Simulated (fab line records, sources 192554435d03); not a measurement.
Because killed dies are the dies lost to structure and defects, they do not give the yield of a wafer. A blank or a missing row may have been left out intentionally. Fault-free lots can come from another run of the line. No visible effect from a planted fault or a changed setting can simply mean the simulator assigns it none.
Matching of chambers + flow n5-finfet + rie-diel-04 running N5_BEOL_M8_STRIP_67: 4 sister chambers
The step strips in CF4. 8 wafers are shown with their chamber, then 7 later ones without.

## WAFERS WITH THEIR CHAMBER
| wafer  | chamber | showerhead-plenum-p-Torr (Torr) | throttle-valve-pct (%) |
|--------|---------|---------------------------------|------------------------|
| L303.6 | 1       | 1.89                            | 13.23                  |
| L310.2 | 1       | 1.88                            | 13.27                  |
| L310.6 | 0       | 1.83                            | 13.73                  |
| L314.4 | 2       | 1.76                            | 13.71                  |
| L315.4 | 0       | 1.83                            | 13.73                  |
| L315.5 | 2       | 1.76                            | 13.69                  |
| L316.2 | 3       | 1.83                            | 13.66                  |
| L316.5 | 3       | 1.83                            | 13.66                  |

## WAFERS MISSING THEIR CHAMBER
| wafer  | showerhead-plenum-p-Torr (Torr) | throttle-valve-pct (%) |
|--------|---------------------------------|------------------------|
| L316.6 | 1.83                            | 13.73                  |
| L323.2 | 1.88                            | 13.32                  |
| L323.4 | 1.83                            | 13.09                  |
| L323.5 | 1.88                            | 13.34                  |
| L324.1 | 1.75                            | 13.78                  |
| L324.5 | 1.88                            | 13.32                  |
| L324.6 | 1.75                            | 13.76                  |

## WHICH CHAMBER EACH WENT THROUGH
| wafer  | from the rows above | in truth                   |
|--------|---------------------|----------------------------|
| L316.6 | 0                   | 0                          |
| L323.2 | 1                   | 1                          |
| L323.4 | 1                   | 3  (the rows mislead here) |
| L323.5 | 1                   | 1                          |
| L324.1 | 2                   | 2                          |
| L324.5 | 1                   | 1                          |
| L324.6 | 2                   | 2                          |
6 of 7 placed correctly. From these rows, 0 cannot be placed. Number placed wrongly: 1.
How it was worked out, from the rows above alone: a wafer's distance from a chamber is the root of the sum, over the readings, of the square of ((its reading less the chamber's mean) divided by the reading's scatter). If the next closest chamber is less than 2 further off than the closest, the wafer can't be placed; otherwise it belongs to the closest. The mean given for a chamber averages the wafers shown for that chamber. The scatter is the square root of a quotient: the sum, over the shown wafers, of each reading's squared deviation from its chamber's mean, divided by wafers minus chambers.
